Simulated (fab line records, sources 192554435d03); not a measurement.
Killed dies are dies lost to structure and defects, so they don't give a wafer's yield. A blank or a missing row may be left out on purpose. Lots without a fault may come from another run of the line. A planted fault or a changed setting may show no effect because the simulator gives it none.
fab line records | flow n5_finfet
record lots=7 wafers=21 last_day=18
route steps=1938 shown BEOL_M12@1616 PASSIVATION@1936
lots that met no fault: from a run of the same line without faults
start_h: hours from the record's first day to the start of the lot's first wafer shown | wait_h: hours since the lot's step before | " the same as in the row above | L1.1+2: a row that stands for several wafers | - no value, or no start given | * or withheld: withheld | < > ~ a bound
route shown NAME@n: a module of which the file shows steps, and the number in the route of the first | usual: mean/standard deviation of fault-free wafers | same: alike in all rows | chamber/n: place in a boat | sites: the reading at each site | _std_site: their standard deviation | _edge_site: outer sites' mean less inner sites' | radius_mm: how far each site lies from the wafer's centre | mask NAME#n: copy n | behind: the tool/chamber that last shaped the wafer | hold: why the lot was held/for how many hours/how that ended | device: the transistor (n, p or np) that didn't switch | end of line: the same wafers' tests at the end of the route | a step without rows: its recipe alone | killed: dies lost to structure and defects at the first sort, not the wafer's yield | map: a wafer's dies, x killed, . not, _ none there
set.NAME: the setting as run; set.NAME@STEP: as run at that earlier step | model.NAME: the simulator's own value behind a step, which no gauge read
lots at some steps of the route; a table a step, a row a wafer
services: from which hour (start_h, from the record's first day; less than 0 if before it) a tool's chamber was out of use, for how many hours, and why
## steps
# step N5_BEOL_M12_ETCH_59
# recipe chemistry=N2/H2 target=BARC target_depth_a=890 overetch_a=267 time_s=67.9 ion_energy_ev=200 pressure_mtorr=30 source_w=840 bias_w=150 n2_flow_sccm=200 h2_flow_sccm=200
# usual drypump_motor_current_A=5.8/0.35 oes_product_au=0.68/0.061 rf_vpp_V=524.3/2.4 showerhead_plenum_p_Torr=2.55/0.08 throttle_valve_pct=17.89/0.26
# columns lot.wafer tool chamber start_h wait_h drypump_motor_current_A oes_product_au rf_hours_counter_h rf_vpp_V showerhead_plenum_p_Torr throttle_valve_pct
L365.3 rie_diel-01 2 276.27 0.0 6.2 0.75 51 524.2 2.57 17.79
L365.4 " 0 " " 6.2 0.65 160 523.8 2.52 17.91
L365.5 " 0 " " 6.2 0.65 - 524.9 2.52 17.90
L367.1 rie_diel-01 1 296.83 0.0 6.0 0.65 151 527.1 2.64 17.74
L367.3 " 2 " " 6.2 0.74 59 524.1 2.57 17.81
L367.5 " 0 " " 6.2 0.64 - 523.2 2.52 17.93
L377.1 rie_diel-05 3 356.75 0.0 5.3 0.70 74 522.2 2.46 18.09
L377.3 " 0 " " 5.8 0.60 240 522.9 2.50 17.97
L377.4 " 1 " " 5.8 0.68 100 524.0 2.55 17.47
L378.1 rie_diel-03 3 357.38 0.0 5.6 0.65 130 523.7 2.55 17.81
L378.2 " 1 " " 5.4 0.78 23 528.3 2.67 17.68
L378.6 " 3 " " 5.6 0.65 - 523.8 2.55 17.82
L379.1 rie_diel-05 1 365.62 0.0 5.8 0.69 106 525.3 2.55 17.49
L379.2 " 0 " " 5.8 0.60 245 521.1 2.50 17.97
L379.3 " 3 " " 5.3 0.71 78 521.1 2.45 18.11
L380.2 rie_diel-03 3 375.04 0.0 5.7 0.65 135 524.8 2.55 17.82
L380.3 " 2 " " 5.7 0.59 244 518.3 2.41 18.11
L380.4 " 1 " " 5.4 0.75 34 527.7 2.66 17.71
L381.4 rie_diel-05 3 397.75 0.0 5.3 0.69 90 522.3 2.45 18.14
L381.5 " 3 " " 5.3 0.68 - 522.0 2.45 18.13
L381.6 " 0 " " 5.8 0.83 - 523.2 2.49 17.61
# step N5_BEOL_M12_VIA_ETCH_16
# recipe chemistry=C4F8/O2/Ar target=SiOC pressure_mtorr=30 source_w=3000 bias_w=700 Ar_flow_sccm=400 C4F8_flow_sccm=15 O2_flow_sccm=8 he_inner_torr=15 he_outer_torr=30 target_depth_a=7248 time_s=withheld ion_energy_ev=250 ends=cleared
# usual drypump_motor_current_A=5.8/0.35 he_inner_torr=15.000/0.03 oes_product_au=0.73/0.069 rf_vpp_V=666/3.1 showerhead_plenum_p_Torr=3.44/0.11 throttle_valve_pct=24.29/0.22
# columns lot.wafer tool chamber start_h wait_h drypump_motor_current_A he_inner_torr oes_product_au rf_vpp_V showerhead_plenum_p_Torr throttle_valve_pct
L365.3 rie_diel-01 2 276.32 0.0 6.2 14.992 0.80 668 3.52 24.49
L365.4 " 0 " " 6.2 15.042 0.68 666 3.44 24.48
L365.5 " 0 " " 6.2 15.037 0.68 665 3.44 24.49
L367.1 rie_diel-01 1 296.89 0.0 5.9 14.966 0.67 670 3.55 24.10
L367.3 " 2 " " 6.2 15.045 0.79 666 3.51 24.48
L367.5 " 0 " " 6.2 15.007 0.67 665 3.43 24.50
L377.1 rie_diel-05 3 356.81 0.0 5.3 15.000 0.75 663 3.29 24.43
L377.3 " 0 " " 5.8 15.011 0.64 663 3.33 24.03
L377.4 " 1 " " 5.9 14.988 0.74 667 3.48 24.15
L378.1 rie_diel-03 3 357.43 0.0 5.6 14.982 0.69 666 3.45 24.30
L378.2 " 1 " " 5.4 15.025 0.81 671 3.63 24.37
L378.6 " 3 " " 5.6 14.964 0.68 667 3.45 24.28
L379.1 rie_diel-05 1 365.67 0.0 5.8 14.970 0.74 667 3.48 24.15
L379.2 " 0 " " 5.8 15.024 0.64 662 3.32 24.03
L379.3 " 3 " " 5.3 15.005 0.75 662 3.29 24.41
L380.2 rie_diel-03 3 375.09 0.0 5.6 14.988 0.69 666 3.45 24.28
L380.3 " 2 " " 5.7 14.989 0.63 661 3.25 24.28
L380.4 " 1 " " 5.4 14.999 0.80 671 3.63 24.38
L381.4 rie_diel-05 3 397.80 0.0 5.3 14.966 0.72 663 3.28 24.43
L381.5 " 3 " " 5.3 14.981 0.72 662 3.28 24.44
L381.6 " 0 " " 5.8 14.969 0.89 664 3.32 23.80
# step N5_BEOL_M12_STRIP_63
# recipe chemistry=N2/H2 power_w=1000 temp_c=250 h2_frac=0.65 overash_fraction=0.3 pressure_mtorr=1000 n2_flow_sccm=1750 h2_flow_sccm=3250
# usual drypump_motor_current_A=5.5/0.42 heater_power_w=328/24 oes_product_au=0.692/0.0046 strip_time_to_endpoint_s=42.2/0.92
# columns lot.wafer tool chamber start_h wait_h drypump_motor_current_A heater_power_w oes_product_au rf_hours_counter_h strip_time_to_endpoint_s
L365.3 plasma_asher-01 1 276.54 - 5.0 362 0.688 - 42.4
L365.4 " 0 " " 6.2 299 0.688 - 41.8
L365.5 " 0 " " 6.2 293 0.690 - 41.6
L367.1 plasma_asher-01 1 297.09 - 4.9 359 0.698 139 42.0
L367.3 " 1 " " 5.0 351 0.695 - 42.1
L367.5 " 0 " " 6.2 289 0.696 - 40.2
L377.1 plasma_asher-02 1 357.00 - 5.6 334 0.687 92 41.6
L377.3 " 0 " " 5.5 328 0.691 - 42.7
L377.4 " 1 " " 5.6 341 0.699 - 42.5
L378.1 plasma_asher-01 1 357.63 - 4.9 353 0.692 149 41.9
L378.2 " 0 " " 6.1 288 0.697 149 42.2
L378.6 " 1 " " 5.0 354 0.687 - 41.7
L379.1 plasma_asher-02 0 365.87 - 5.5 334 0.694 94 41.6
L379.2 " 1 " " 5.6 334 0.692 94 42.2
L379.3 " 1 " " 5.6 339 0.690 - 41.9
L380.2 plasma_asher-01 1 375.29 - 4.9 357 0.688 152 42.7
L380.3 " 1 " " 5.0 358 0.696 - 43.9
L380.4 " 0 " " 6.2 294 0.686 - 41.0
L381.4 plasma_asher-01 1 398.11 - 4.9 350 0.682 - 41.4
L381.5 " 1 " " 4.9 357 0.687 - 41.2
L381.6 " 0 " " 6.2 289 0.690 - 42.3
# step N5_BEOL_M12_STRIP_64
# recipe chemistry=N2/H2 power_w=1000 temp_c=250 h2_frac=0.65 overash_fraction=0.3 pressure_mtorr=withheld n2_flow_sccm=1750 h2_flow_sccm=3250
# usual drypump_motor_current_A=5.5/0.42 heater_power_w=328/24 oes_product_au=0.715/0.0045 strip_time_to_endpoint_s=31.30/0.073
# columns lot.wafer tool chamber start_h wait_h drypump_motor_current_A heater_power_w oes_product_au rf_hours_counter_h strip_time_to_endpoint_s
L365.3 plasma_asher-01 1 276.60 0.0 5.0 357 0.704 - 31.37
L365.4 " 0 " " 6.1 285 0.713 - 31.37
L365.5 " 0 " " 6.2 292 0.710 - 31.43
L367.1 plasma_asher-01 1 297.15 0.0 4.9 366 0.719 139 31.28
L367.3 " 1 " " 4.9 356 0.717 - 31.26
L367.5 " 0 " " 6.2 288 0.706 - 31.16
L377.1 plasma_asher-02 1 357.06 0.0 5.6 342 0.717 92 31.43
L377.3 " 0 " " 5.5 324 0.720 - 31.43
L377.4 " 1 " " 5.6 339 0.724 - 31.44
L378.1 plasma_asher-01 1 357.69 0.0 4.9 366 0.708 149 31.33
L378.2 " 0 " " 6.1 272 0.706 149 31.34
L378.6 " 1 " " 4.9 376 0.718 - 31.28
L379.1 plasma_asher-02 0 365.93 0.0 5.5 321 0.709 94 31.32
L379.2 " 1 " " 5.6 332 0.714 94 31.41
L379.3 " 1 " " 5.6 333 0.724 - 31.31
L380.2 plasma_asher-01 1 375.35 0.0 4.9 355 0.716 152 31.39
L380.3 " 1 " " 4.9 358 0.711 - 31.36
L380.4 " 0 " " 6.2 287 0.715 - 31.43
L381.4 plasma_asher-01 1 398.17 0.0 4.9 356 0.718 - 31.30
L381.5 " 1 " " 4.9 357 0.713 - 31.26
L381.6 " 0 " " 6.2 304 0.717 - 31.28
# step N5_BEOL_M12_STRIP_71
# recipe chemistry=post_etch_residue_remover time_s=60 temp_c=25 remover_ph=withheld remover_water_wt_pct=withheld remover_fluoride_wt_pct=withheld
# step N5_BEOL_M12_SRD_72
# recipe time_s=30 temp_c=23 rinse_liquid=diw dry=n2_spin spin_rpm=1500 dry_time_s=30
# step N5_BEOL_M12_CD_MEAS_17
# recipe target_cd_nm=140 polarity=opening
# usual cd_nm=141.0/2.2
# columns lot.wafer tool chamber start_h wait_h cd_nm
L365.3 cd_sem-03 - 276.73 0.0 140.0
L365.4 " - " " 142.4
L365.5 " - " " 146.0
L367.1 cd_sem-02 - 297.29 0.0 138.9
L367.3 " - " " 140.7
L367.5 " - " " 141.8
L377.1 cd_sem-01 - 357.26 0.0 141.4
L377.3 " - " " 142.1
L377.4 " - " " 139.4
L378.1 cd_sem-03 - 357.89 0.0 142.6
L378.2 " - " " 144.5
L378.6 " - " " 140.6
L379.1 cd_sem-02 - 366.08 0.0 139.4
L379.2 " - " " 140.8
L379.3 " - " " 143.0
L380.2 cd_sem-03 - 375.50 0.0 138.5
L380.3 " - " " 140.0
L380.4 " - " " 141.6
L381.4 cd_sem-03 - 398.30 0.0 146.3
L381.5 " - " " 143.3
L381.6 " - " " 140.0
# step N5_BEOL_M12_COAT_65
# recipe resist=SOC temp_c=250 time_s=60 spin_rpm=1500 resist_thk_nm=300
# step N5_BEOL_M12_COAT_66
# recipe resist=SiARC temp_c=220 time_s=60 spin_rpm=1500 resist_thk_nm=110
# step N5_BEOL_M12_COAT_22
# recipe spin_rpm=2888 resist_thk_nm=300
# step N5_BEOL_M12_EBR_24
# recipe solvent=PGMEA ebr_width_mm=1.5
# step N5_BEOL_M12_SOFTBAKE_23
# recipe temp_c=130 time_s=60
# step N5_BEOL_M12_EXPOSE_25
# recipe mask_id=M12 na=0.93 source_shape=conventional sigma_outer=0.4 polarization=unpolarized dose_mj=21.8
# columns lot.wafer tool chamber start_h wait_h mask model.BEOL_M12.overlay_x_nm
L365.3+4+5 krf_scanner-01 0 277.02 - M12#0 0.4
L367.1+3+5 krf_scanner-02 0 297.45 - M12#0 3.2
L377.1+3+4 krf_scanner-02 0 357.41 - M12#0 29
L378.1+2+6 krf_scanner-02 0 358.04 - M12#0 32.2
L379.1+2+3 krf_scanner-02 0 366.23 - M12#0 32.6
L380.2+3+4 krf_scanner-01 0 375.78 - M12#0 -2.8
L381.4+5+6 krf_scanner-01 0 398.59 - M12#0 -1.8
# step N5_BEOL_M12_PEB_26
# recipe peb_temp_c=130 peb_time_s=90
# step N5_BEOL_M12_DEVELOP_27
# recipe develop_time_s=45 rinse_liquid=diw dry=air_spin dev_temp_c=21
# step N5_BEOL_M12_HARDBAKE_32
# recipe temp_c=130 time_s=120
# step N5_BEOL_M12_CD_MEAS_28
# recipe target_cd_nm=160.2 landing_energy_ev=500 detector=se_inlens polarity=opening
# usual cd_nm=160.5/2
# columns lot.wafer tool chamber start_h wait_h cd_nm
L365.3 cd_sem-03 0 277.19 - 157.2
L365.4 " 0 " " 158.1
L365.5 " 0 " " 159.5
L367.1 cd_sem-03 0 297.62 - 159.3
L367.3 " 0 " " 157.6
L367.5 " 0 " " 160.5
L377.1 cd_sem-03 0 357.59 - 159.2
L377.3 " 0 " " 158.0
L377.4 " 0 " " 161.1
L378.1 cd_sem-01 0 358.21 - 159.0
L378.2 " 0 " " 160.2
L378.6 " 0 " " 162.8
L379.1 cd_sem-03 0 366.41 - 158.8
L379.2 " 0 " " 160.6
L379.3 " 0 " " 161.1
L380.2 cd_sem-01 0 375.95 - 165.0
L380.3 " 0 " " 164.1
L380.4 " 0 " " 162.4
L381.4 cd_sem-02 0 398.75 - 162.3
L381.5 " 0 " " 161.7
L381.6 " 0 " " 163.7
# step N5_BEOL_M12_OVL_MEAS_29
# recipe points_per_wafer=44
# usual M12_OVL=0/4.9
# columns lot.wafer tool chamber start_h wait_h M12_OVL[nm]
L365.3 overlay-01 0 277.21 0.0 -1
L365.4 " 0 " " 3
L365.5 " 0 " " -2
L367.1 overlay-01 0 297.65 0.0 5
L367.3 " 0 " " 3
L367.5 " 0 " " 3
L377.1 overlay-02 0 357.62 0.0 28
L377.3 " 0 " " 25
L377.4 " 0 " " 32
L378.1 overlay-01 0 358.24 0.0 30
L378.2 " 0 " " 36
L378.6 " 0 " " 33
L379.1 overlay-01 0 366.44 0.0 27
L379.2 " 0 " " 30
L379.3 " 0 " " 30
L380.2 overlay-01 0 375.98 0.0 -5
L380.3 " 0 " " 1
L380.4 " 0 " " -5
L381.4 overlay-01 0 398.78 0.0 -7
L381.5 " 0 " " -6
L381.6 " 0 " " -7
# step N5_BEOL_M12_INSPECT_30
# recipe mode=adi inspect_instrument=macro
# usual raw_defect_count=2.0/1.4
# columns lot.wafer tool chamber start_h wait_h raw_defect_count
L365.3 defect_inspect-02 - 277.24 0.0 1
L365.4 " - " " 1
L365.5 " - " " 4
L367.1 defect_inspect-01 - 297.67 0.0 0
L367.3 " - " " 3
L367.5 " - " " 4
L377.1 defect_inspect-01 - 357.64 0.0 0
L377.3 " - " " 0
L377.4 " - " " 1
L378.1 defect_inspect-01 - 358.27 0.0 3
L378.2 " - " " 2
L378.6 " - " " 1
L379.1 defect_inspect-02 - 366.46 0.0 3
L379.2 " - " " 1
L379.3 " - " " 1
L380.2 defect_inspect-02 - 376.00 0.0 0
L380.3 " - " " 5
L380.4 " - " " 2
L381.4 defect_inspect-01 - 398.81 0.0 1
L381.5 " - " " 1
L381.6 " - " " 1
# step N5_PASSIVATION_PROBE_49
# usual defect_limited_yield=90.5/1.7 killed_at_M0_to_M3=37/12 killed_at_M4_up=14/5.2 killed_at_contacts=12/5.9 killed_at_front_end=45/14 killed_at_other=3.5/2.8 killed_dies=112/21 killed_open=73/15 killed_short=36/8.9 sort_bin_5_function=5.6/1.2 sort_bin_6_memory=3.5/0.68 sort_n_pass=1068/21 sort_yield_pct=90.5/1.8
# same gross_dies=1180 killed_at_back_side=0 sort_bin_4_leakage[%]=0 sort_bin_8_speed[%]=0
# columns lot.wafer tool chamber start_h wait_h defect_limited_yield[%] killed_at_M0_to_M3 killed_at_M4_up killed_at_contacts killed_at_front_end killed_at_other killed_dies killed_open killed_short sort_bin_5_function[%] sort_bin_6_memory[%] sort_n_pass sort_yield_pct[%]
L365.3 prober-02 - 324.37 0.1 90.7 52 15 11 29 3 110 69 40 4.8 4.2 1070 90.7
L365.4 prober-02 - 324.42 0.2 87.3 66 18 14 46 6 150 80 67 8.2 4.2 1030 87.3
L365.5 prober-02 - 324.47 0.2 89.0 61 14 23 30 2 130 93 34 6.1 4.6 1050 89.0
L367.1 prober-02 - 332.72 0.0 93.6 24 11 3 34 3 75 44 29 3.8 2.2 1105 93.6
L367.3 prober-02 - 332.82 0.1 91.8 33 23 6 28 7 97 64 33 4.2 3.6 1083 91.8
L367.5 prober-02 - 332.92 0.2 91.4 46 20 8 23 4 101 53 42 4.8 3.1 1079 91.4
L378.1 prober-02 - 396.43 0.0 88.7 68 13 13 35 4 133 76 55 6.4 4.4 1047 88.7
L378.2 prober-02 - 396.48 0.1 91.4 44 17 12 25 4 102 79 19 5.4 3.1 1078 91.4
L378.6 prober-02 - 396.68 0.3 89.7 39 15 6 54 7 121 75 43 6.0 3.7 1059 89.7
L380.2 prober-01 - 407.28 0.1 90.3 33 11 15 41 15 115 78 34 5.9 3.6 1065 90.3
L380.3 prober-01 - 407.33 0.1 88.4 26 31 3 64 13 137 82 49 6.5 4.2 1043 88.4
L380.4 prober-01 - 407.38 0.2 90.1 28 9 7 63 10 117 63 53 6.0 3.3 1063 90.1
# killed by level:class
L365.3 BEOL_M3:geometric_particle:open=17 BEOL_M0_SAQP:geometric_particle:short=15 MOL_CONTACT_COAG:geometric_particle:open=9 FIN_SAQP:geometric_particle:open=5 BEOL_M0_SAQP:geometric_particle:open=5 BEOL_M4:geometric_particle:open=5 STARTING-WAFER:geometric_particle:short=5 BEOL_M2:geometric_particle:open=4
L365.4 BEOL_M0_SAQP:geometric_particle:short=19 BEOL_M0_SAQP:geometric_particle:open=14 MOL_CONTACT_COAG:geometric_particle:open=9 DUMMY_GATE:geometric_particle:open=9 BEOL_M2:geometric_particle:open=8 BEOL_M3:geometric_particle:short=8 FIN_SAQP:geometric_particle:open=6 BEOL_M1:geometric_particle:short=6
L365.5 BEOL_M0_SAQP:geometric_particle:open=22 MOL_CONTACT_COAG:geometric_particle:open=21 BEOL_M0_SAQP:geometric_particle:short=13 DUMMY_GATE:geometric_particle:open=9 BEOL_M3:geometric_particle:open=8 BEOL_M2:geometric_particle:open=7 BEOL_M4:geometric_particle:open=7 FIN_SAQP:geometric_particle:short=4
L367.1 FIN_SAQP:geometric_particle:short=10 FIN_SAQP:geometric_particle:open=6 BEOL_M0_SAQP:geometric_particle:short=6 BEOL_M2:geometric_particle:open=6 DUMMY_GATE:geometric_particle:open=3 GATE_CUT:geometric_particle:open=3 MOL_CONTACT_COAG:geometric_particle:open=3 BEOL_M8:geometric_particle:open=3
L367.3 BEOL_M4:geometric_particle:open=10 FIN_SAQP:geometric_particle:short=9 BEOL_M1:geometric_particle:open=9 FIN_SAQP:geometric_particle:open=8 BEOL_M3:geometric_particle:open=8 BEOL_M2:geometric_particle:open=7 MOL_CONTACT_COAG:geometric_particle:open=5 BEOL_M1:geometric_particle:short=5
L367.5 BEOL_M0_SAQP:geometric_particle:open=11 BEOL_M0_SAQP:geometric_particle:short=10 BEOL_M2:geometric_particle:open=10 BEOL_M4:geometric_particle:short=6 FIN_SAQP:geometric_particle:short=4 DUMMY_GATE:geometric_particle:open=4 MOL_CONTACT_COAG:geometric_particle:short=4 BEOL_M2:geometric_particle:short=4
L378.1 BEOL_M0_SAQP:geometric_particle:short=19 BEOL_M0_SAQP:geometric_particle:open=15 FIN_SAQP:geometric_particle:short=9 MOL_CONTACT_COAG:geometric_particle:open=8 BEOL_M0:geometric_particle:open=7 BEOL_M3:geometric_particle:open=7 STI_FIN_REVEAL:geometric_particle:open=6 BEOL_M1:geometric_particle:open=6
L378.2 BEOL_M3:geometric_particle:open=13 BEOL_M0_SAQP:geometric_particle:open=12 MOL_CONTACT_COAG:geometric_particle:open=10 BEOL_M4:geometric_particle:open=7 BEOL_M0_SAQP:geometric_particle:short=7 STI_FIN_REVEAL:geometric_particle:open=6 DUMMY_GATE:geometric_particle:open=6 BEOL_M1:geometric_particle:open=5
L378.6 STI_FIN_REVEAL:geometric_particle:open=14 BEOL_M0_SAQP:geometric_particle:short=13 FIN_SAQP:geometric_particle:open=11 FIN_SAQP:geometric_particle:short=8 MOL_CONTACT_COAG:geometric_particle:open=6 BEOL_M3:geometric_particle:open=6 BEOL_M1:geometric_particle:open=6 DUMMY_GATE:geometric_particle:open=5
L380.2 FIN_SAQP:geometric_particle:short=14 MOL_CONTACT_COAG:geometric_particle:open=13 FIN_SAQP:geometric_particle:open=9 BEOL_M3:geometric_particle:open=8 MIM_TOP:geometric_particle:open=7 BEOL_M0_SAQP:geometric_particle:short=6 BEOL_M0_SAQP:geometric_particle:open=5 BEOL_M1:geometric_particle:open=5
L380.3 STI_FIN_REVEAL:geometric_particle:open=24 BEOL_M4:geometric_particle:open=10 FIN_SAQP:geometric_particle:short=7 BEOL_M5:geometric_particle:open=6 GATE_CUT:geometric_particle:short=5 BEOL_M0_SAQP:geometric_particle:open=5 BEOL_M1:geometric_particle:short=5 BEOL_M1:geometric_particle:open=5
L380.4 STI_FIN_REVEAL:geometric_particle:open=16 FIN_SAQP:geometric_particle:short=11 GATE_CUT:geometric_particle:short=8 FIN_SAQP:geometric_particle:open=6 GATE_CUT:geometric_particle:open=6 BEOL_M2:geometric_particle:open=6 MOL_CONTACT_COAG:geometric_particle:open=5 BEOL_M0:geometric_particle:short=5
## services
# columns tool chamber start_h hours kind
krf_scanner-01 - 253.03 1.0 pm
rie_diel-03 - 253.52 0.4 repair
krf_scanner-02 - 256.49 0.8 pm
krf_scanner-01 - 259.56 1.3 pm
rie_diel-05 0 265.47 8.7 repair
rie_diel-05 2 279.25 2.4 repair
rie_diel-05 0 287.52 1.8 repair
rie_diel-01 3 288.67 23.6 repair
rie_diel-05 1 290.79 6.3 repair
rie_diel-03 0 293.22 10.1 repair
plasma_asher-02 - 295.48 1.0 repair
rie_diel-01 0 317.16 9.8 repair
rie_diel-05 1 317.84 8.7 repair
plasma_asher-02 - 322.98 0.8 repair
rie_diel-03 0 336.21 4.9 repair
rie_diel-01 - 349.21 14.6 pm
rie_diel-03 3 359.58 7.1 repair
krf_scanner-02 - 369.41 7.2 pm
rie_diel-01 0 372.32 7.8 repair
krf_scanner-02 - 381.00 1.0 pm
krf_scanner-02 - 382.00 1.3 pm
rie_diel-03 0 390.45 5.0 repair
rie_diel-01 - 394.50 2.8 pm
rie_diel-03 - 396.96 2.8 pm
## key
first_sign step=N5_BEOL_M12_OVL_MEAS_29 reading=M12_OVL direction=up sigmas=6.3 usual=0 struck=30
effect none on later readings
model_effect step=N5_BEOL_M12_EXPOSE_25 value=BEOL_M12.overlay_x_nm without=-0.06667 struck=31.27
met_at N5_BEOL_M12_EXPOSE_25
struck_wafers L377.1,L377.3,L377.4,L378.1,L378.2,L378.6,L379.1,L379.2,L379.3
onset_between 297.45 357.41
fault kind=scanner_matching_overlay tool=krf_scanner-02 chamber=- onset_h=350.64 steps=N5_BEOL_M12_EXPOSE_25 offset=31.311
